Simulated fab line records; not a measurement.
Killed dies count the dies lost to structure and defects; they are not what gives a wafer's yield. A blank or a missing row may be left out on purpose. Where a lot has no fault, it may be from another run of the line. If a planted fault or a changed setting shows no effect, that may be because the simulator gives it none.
Commonality check across tools / flow n5_finfet / 9 lots, 26 wafers sampled

THE REASON FOR OPENING IT
At N5_BEOL_M3_INSPECT_59 the reading raw_defect_count is flagged on 2 of 9 lots. Fault-free wafers read 73, with a standard deviation of 22.
Rule: flag the lot when none of its wafers has a number, or when each of its wafers that has one lies beyond 4 standard deviations from that mean. All remaining lots are regarded as sound.

lot=L403; measured=day 7 11:26; on=defect_inspect-02; raw_defect_count, wafer by wafer=67 96 92; flag=
lot=L404; measured=day 7 15:49; on=defect_inspect-02; raw_defect_count, wafer by wafer=102 75; flag=
lot=L405; measured=day 7 22:05; on=defect_inspect-02; raw_defect_count, wafer by wafer=393 366 337; flag=FLAGGED
lot=L408; measured=day 9 00:58; on=defect_inspect-01; raw_defect_count, wafer by wafer=375 379 393; flag=FLAGGED
lot=L415; measured=day 10 10:18; on=defect_inspect-02; raw_defect_count, wafer by wafer=71 88 72; flag=
lot=L417; measured=day 10 20:10; on=defect_inspect-01; raw_defect_count, wafer by wafer=42 64 47; flag=
lot=L419; measured=day 11 15:32; on=defect_inspect-01; raw_defect_count, wafer by wafer=63 69 92; flag=
lot=L420; measured=day 11 18:04; on=defect_inspect-01; raw_defect_count, wafer by wafer=85 61 44; flag=
lot=L425; measured=day 13 03:22; on=defect_inspect-01; raw_defect_count, wafer by wafer=73 90 63; flag=
Average over the flagged lots: 374; offset from the usual +301, equal to +14 standard deviations.

TOOL THAT RAN EACH LOT
Before the reading, the record contains 3 process steps out of a 1938-step route. Each cell gives the tool, then ch followed by the chambers the sampled wafers passed through, then the start.
lot=L403; flag=; N5_BEOL_M3_SPUTTER_92=pvd_sputter-02, day 7 09:38; N5_BEOL_M3_ANNEAL_95=pvd_sputter-02, day 7 09:56; N5_BEOL_M3_CMP_52=cmp-03 ch 1,2,3, day 7 10:50
lot=L404; flag=; N5_BEOL_M3_SPUTTER_92=pvd_sputter-02, day 7 14:13; N5_BEOL_M3_ANNEAL_95=pvd_sputter-02, day 7 14:31; N5_BEOL_M3_CMP_52=cmp-03 ch 2,3, day 7 15:13
lot=L405; flag=FLAGGED; N5_BEOL_M3_SPUTTER_92=pvd_sputter-02, day 7 20:34; N5_BEOL_M3_ANNEAL_95=pvd_sputter-02, day 7 20:52; N5_BEOL_M3_CMP_52=cmp-03 ch 0,2,3, day 7 21:32
lot=L408; flag=FLAGGED; N5_BEOL_M3_SPUTTER_92=pvd_sputter-02, day 8 22:40; N5_BEOL_M3_ANNEAL_95=pvd_sputter-02, day 8 23:16; N5_BEOL_M3_CMP_52=cmp-03 ch 0,1,2, day 9 00:07
lot=L415; flag=; N5_BEOL_M3_SPUTTER_92=pvd_sputter-02, day 10 08:27; N5_BEOL_M3_ANNEAL_95=pvd_sputter-02, day 10 08:45; N5_BEOL_M3_CMP_52=cmp-02 ch 0,1,2, day 10 09:43
lot=L417; flag=; N5_BEOL_M3_SPUTTER_92=pvd_sputter-01, day 10 18:39; N5_BEOL_M3_ANNEAL_95=pvd_sputter-01, day 10 18:57; N5_BEOL_M3_CMP_52=cmp-01 ch 0,1,2, day 10 19:39
lot=L419; flag=; N5_BEOL_M3_SPUTTER_92=pvd_sputter-01, day 11 14:01; N5_BEOL_M3_ANNEAL_95=pvd_sputter-01, day 11 14:19; N5_BEOL_M3_CMP_52=cmp-03 ch 0,1,3, day 11 14:57
lot=L420; flag=; N5_BEOL_M3_SPUTTER_92=pvd_sputter-02, day 11 16:32; N5_BEOL_M3_ANNEAL_95=pvd_sputter-02, day 11 16:50; N5_BEOL_M3_CMP_52=cmp-02 ch 1,2, day 11 17:31
lot=L425; flag=; N5_BEOL_M3_SPUTTER_92=pvd_sputter-03, day 13 01:47; N5_BEOL_M3_ANNEAL_95=pvd_sputter-03, day 13 02:05; N5_BEOL_M3_CMP_52=cmp-02 ch 1,2, day 13 02:47
What these steps do:
- N5_BEOL_M3_SPUTTER_92: material Cu, target thk 4.5 nm, time 8.29 s.
- N5_BEOL_M3_ANNEAL_95: time 240 s.
- N5_BEOL_M3_CMP_52: polishes, stops on SiOC, t overpolish 6.8 s, target thk 40 nm.
- N5_BEOL_M3_INSPECT_59: inspects for defects (darkfield).

FLAGGED AGAINST TOTAL, ONE TOOL AT A TIME (gauges that did the reading follow at the end)
step=N5_BEOL_M3_SPUTTER_92; tool=pvd_sputter-01; lots run=2; flagged=0; share of the flagged lots=none; sound lots run after its first flagged lot=-
step=N5_BEOL_M3_SPUTTER_92; tool=pvd_sputter-02; lots run=6; flagged=2; share of the flagged lots=all; sound lots run after its first flagged lot=2 (L415,L420)
step=N5_BEOL_M3_SPUTTER_92; tool=pvd_sputter-03; lots run=1; flagged=0; share of the flagged lots=none; sound lots run after its first flagged lot=-
step=N5_BEOL_M3_ANNEAL_95; tool=pvd_sputter-01; lots run=2; flagged=0; share of the flagged lots=none; sound lots run after its first flagged lot=-
step=N5_BEOL_M3_ANNEAL_95; tool=pvd_sputter-02; lots run=6; flagged=2; share of the flagged lots=all; sound lots run after its first flagged lot=2 (L415,L420)
step=N5_BEOL_M3_ANNEAL_95; tool=pvd_sputter-03; lots run=1; flagged=0; share of the flagged lots=none; sound lots run after its first flagged lot=-
step=N5_BEOL_M3_CMP_52; tool=cmp-01; lots run=1; flagged=0; share of the flagged lots=none; sound lots run after its first flagged lot=-
step=N5_BEOL_M3_CMP_52; tool=cmp-02; lots run=3; flagged=0; share of the flagged lots=none; sound lots run after its first flagged lot=-
step=N5_BEOL_M3_CMP_52; tool=cmp-03; lots run=5; flagged=2; share of the flagged lots=all; sound lots run after its first flagged lot=1 (L419)
step=N5_BEOL_M3_INSPECT_59; tool=defect_inspect-01; lots run=5; flagged=1; share of the flagged lots=some; sound lots run after its first flagged lot=4 (L417,L419,L420,L425)
step=N5_BEOL_M3_INSPECT_59; tool=defect_inspect-02; lots run=4; flagged=1; share of the flagged lots=some; sound lots run after its first flagged lot=1 (L415)

WHAT IS ALLOWED BY THE TABLE
3 rows of the table ran every flagged lot: pvd_sputter-02 at N5_BEOL_M3_SPUTTER_92, pvd_sputter-02 at N5_BEOL_M3_ANNEAL_95, cmp-03 at N5_BEOL_M3_CMP_52.
- pvd_sputter-02 at N5_BEOL_M3_SPUTTER_92 ran 6 lots, 2 of them flagged. Sound lots ran on it after the first flagged one (L415, L420), which a lasting fault on the whole tool wouldn't allow.
- pvd_sputter-02 at N5_BEOL_M3_ANNEAL_95 ran 6 lots, 2 of them flagged. Sound lots ran on it after the first flagged one (L415, L420), which a lasting fault on the whole tool wouldn't allow.
- cmp-03 at N5_BEOL_M3_CMP_52 ran 5 lots, 2 of them flagged. Sound lots ran on it after the first flagged one (L419), which a lasting fault on the whole tool wouldn't allow.
No row of the table ran every flagged lot and no sound lot after the first.

WHAT THE SIMULATOR HAD PUT IN
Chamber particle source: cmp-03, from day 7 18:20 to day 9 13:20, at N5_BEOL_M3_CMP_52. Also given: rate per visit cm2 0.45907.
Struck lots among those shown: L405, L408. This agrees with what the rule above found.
